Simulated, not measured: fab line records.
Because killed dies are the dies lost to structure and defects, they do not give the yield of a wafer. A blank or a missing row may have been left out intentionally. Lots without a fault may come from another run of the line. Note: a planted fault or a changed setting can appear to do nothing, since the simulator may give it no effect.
Problem report in the 8D (eight disciplines) form, filled by code | flow n5_finfet | the parts of the form that need people (team, actions taken, sign-off) are left out

## 1. THE ISSUE
Mean of run_length_s at N5_BEOL_M10_COAT_60: 44.97 s across 2 wafers in 2 lots; on wafers with no fault it is 66.35 s (standard deviation 0.12). That is -99 or more standard deviations from the usual mean.
The step: time 60 s, resist thk 30 nm.
Earliest sighting: wafer L486.2 on litho_track-02 at day 14 00:16. The record holds 35 wafers of 12 lots with a number at this step. Rule for "out" (also "out of limits"): further than 4 standard deviations from the usual mean. Any other wafer with a number is counted as sound.

## 2. WHAT THIS IS AND IS NOT
question                    | is                                 | is not
which readings at this step | run_length_s, heater_power_total_W | -
which lots                  | L486, L489                         | L472, L473, L474, L475, L477, L478, L480, L481, L482, L494
which wafers of those lots  | L486.2, L489.2                     | L486.3, L486.4, L489.4
read on which tools         | litho_track-02                     | litho_track-03, litho_track-04
when                        | from day 14 00:16                  | up to then (29 sound wafers); but 4 sound wafers of L489, L494 came after

## 3. WHAT RULES OUT EACH SUSPECT
Counting: if a tool at a process step up to the reading ran every lot that is out, it stays a suspect. Sound lots after the first of them don't rule it out here, since some wafers of a struck lot are sound.
- litho_track-02 at N5_BEOL_M10_COAT_60 (time 60 s, resist thk 30 nm): kept. It processed each lot that is out (first: L486, day 14 00:16); up to then, its last sound lot is L482 (day 12 13:47). Its own heater_power_total_W, run_length_s readings are out on those wafers.
Remaining after the count: litho_track-02 at N5_BEOL_M10_COAT_60.

## 4. THE CAUSE (what the simulator had put in)
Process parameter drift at N5_BEOL_M10_COAT_60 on litho_track-02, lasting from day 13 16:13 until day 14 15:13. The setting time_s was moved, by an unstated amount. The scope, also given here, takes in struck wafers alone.
Only this tool survived the counting.

## 5. SEQUENCE OF EFFECTS, ordered by route
Each row: a reading where the mean over the struck wafers with a number is more than 3 standard deviations away from the usual. Only readings for which the record gives a usual standard deviation are gone through. hours: the time from each lot's start at the first step in this table that gives one to its start at this step, as a median over the lots. sigmas: the change in usual standard deviations.
hours | step                | reading              | usual   | on struck wafers | change | sigmas
0     | N5_BEOL_M10_COAT_60 | heater_power_total_W | 427.4 W | 565.2            | +137.9 | +63
0     | N5_BEOL_M10_COAT_60 | run_length_s         | 66.35 s | 44.97            | -21.38 | -99 or more
The process steps in it:
- N5_BEOL_M10_COAT_60: time 60 s, resist thk 30 nm.

## 6. WHAT WOULD HAVE CAUGHT IT SOONER
In this record the first reading out of limits was taken at day 14 00:16, 8 hours after the fault began at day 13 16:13.
